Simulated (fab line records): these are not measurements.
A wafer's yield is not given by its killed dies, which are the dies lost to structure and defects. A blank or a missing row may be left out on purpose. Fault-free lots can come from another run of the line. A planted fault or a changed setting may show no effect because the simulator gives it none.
Problem report, 8D (eight disciplines) form, completed by code	flow nand-harc	the parts of the form that need people (team, actions taken, sign-off) are left out

== 1. THE PROBLEM ==
Wafers without a fault read 801.26 s, standard deviation 0.26; run-length-s at NHARC_A_WL_FILL_CVD_23 reads a mean of 1537.90 s on 6 wafers belonging to 2 lots. So: +99 or more standard deviations from the usual mean.
The step: deposits poly-Si, target thk 40 nm, time 800 s.
First observed at day 22 00:32: wafer L338.2, on lpcvd-poly-02. At this step, 36 wafers from 12 lots have a number in the record. Rule for "out", or "out of limits": more than 4 standard deviations from the usual mean. All remaining wafers that have a number are taken as sound.

== 2. WHAT IT IS, WHAT IT ISN'T ==
question	is	is not
which readings at this step	run-length-s	zone-power-centre-pct, zone-power-top-pct
which lots	L338, L339	L336, L346, L349, L351, L352, L353, L354, L355, L357, L358
which wafers of those lots	all that have a number	-
read on which tools	lpcvd-poly-02	lpcvd-poly-04
when	from day 22 00:32	up to then (3 sound wafers); but 27 sound wafers of L346, L349, L351, L352, L353, L354, L355, L357, L358 came after

== 3. THE SUSPECTS, EACH WITH WHAT RULES IT OUT ==
Counting: a tool at any process step up to the reading remains a suspect when it ran all the lots that are out and ran no sound lot after the first of those.
- lpcvd-poly-02 at NHARC_A_WL_FILL_CVD_23 (deposits poly-Si, target thk 40 nm, time 800 s): ruled out as a lasting fault. The sound lots L349, L352, L351, L353, L354, L355 went through it after L338, its earliest lot that is out (day 22 00:32).
Left after counting: nothing in the record.

== 4. THE CAUSE (what the simulator had put in) ==
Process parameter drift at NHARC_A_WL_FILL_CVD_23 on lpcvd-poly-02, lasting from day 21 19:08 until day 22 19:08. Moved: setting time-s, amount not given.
Counting ruled it out, wrongly.

== 5. THE EFFECT CHAIN, in route order ==
Each row: a reading where the mean over the struck wafers with a number is more than 3 standard deviations away from the usual. Only readings whose record carries a usual standard deviation are examined. hours: median over the lots of the time between each lot's start at the first step of this table that gives one and its start at this step. sigmas: the change, counted in usual standard deviations.
hours	step	reading	usual	on struck wafers	change	sigmas
0	NHARC_A_WL_FILL_CVD_23	run-length-s	801.26 s	1537.90	+736.64	+99 or more
The process steps in it:
- NHARC_A_WL_FILL_CVD_23: deposits poly-Si, target thk 40 nm, time 800 s.

== 6. HOW IT WOULD HAVE BEEN CAUGHT EARLIER ==
First out-of-limits reading in this record: day 22 00:32, which is 5 hours after fault onset at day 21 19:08.
